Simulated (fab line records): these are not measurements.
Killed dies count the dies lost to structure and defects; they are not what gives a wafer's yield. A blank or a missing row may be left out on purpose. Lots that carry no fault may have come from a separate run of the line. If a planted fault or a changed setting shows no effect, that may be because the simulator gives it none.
Matching of chambers | flow nand_harc | ald_metal-03 running NHARC_A_CONTACT_ALD_18: 4 sister chambers
The step deposits TiN, target thk 3 nm, pulse time 1 s, ald cycles 150. 4 wafers are shown with their chamber, then 7 later ones without.

## WAFERS WITH THEIR CHAMBER
wafer  | chamber | heater_power_w (W)
L087.4 | 2       | 1343
L087.5 | 0       | 1028
L086.1 | 3       | 1066
L086.3 | 1       | 1087

## WAFERS WITHOUT THEIR CHAMBER
wafer  | heater_power_w (W)
L086.6 | 1044
L093.3 | 1025
L093.5 | 1088
L093.6 | 1315
L094.2 | 1348
L094.3 | 1057
L094.4 | 952

## THE CHAMBER EACH PASSED THROUGH
wafer  | from the rows above          | in truth
L086.6 | can't be placed: 0 or 3 or 1 | 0
L093.3 | can't be placed: 0 or 3 or 1 | 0
L093.5 | can't be placed: 1 or 3 or 0 | 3
L093.6 | 2                            | 2
L094.2 | 2                            | 2
L094.3 | can't be placed: 3 or 0 or 1 | 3
L094.4 | can't be placed: 0 or 3 or 1 | 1
Correctly placed: 2 of 7. Can't be placed from these rows: 5 (the true chamber is among the candidates in 5). Placed wrongly: 0.
How it was worked out, from the rows above alone: a wafer's distance from a chamber is the root of the sum, over the readings, of the square of ((its reading less the chamber's mean) divided by the reading's scatter). If the next closest chamber is less than 2 further off than the closest, the wafer can't be placed; otherwise it belongs to the closest. The mean given for a chamber averages the wafers shown for that chamber. The scatter: with one shown wafer a chamber, the root of the mean of the squares of how far each hidden wafer lies from its nearest shown one.
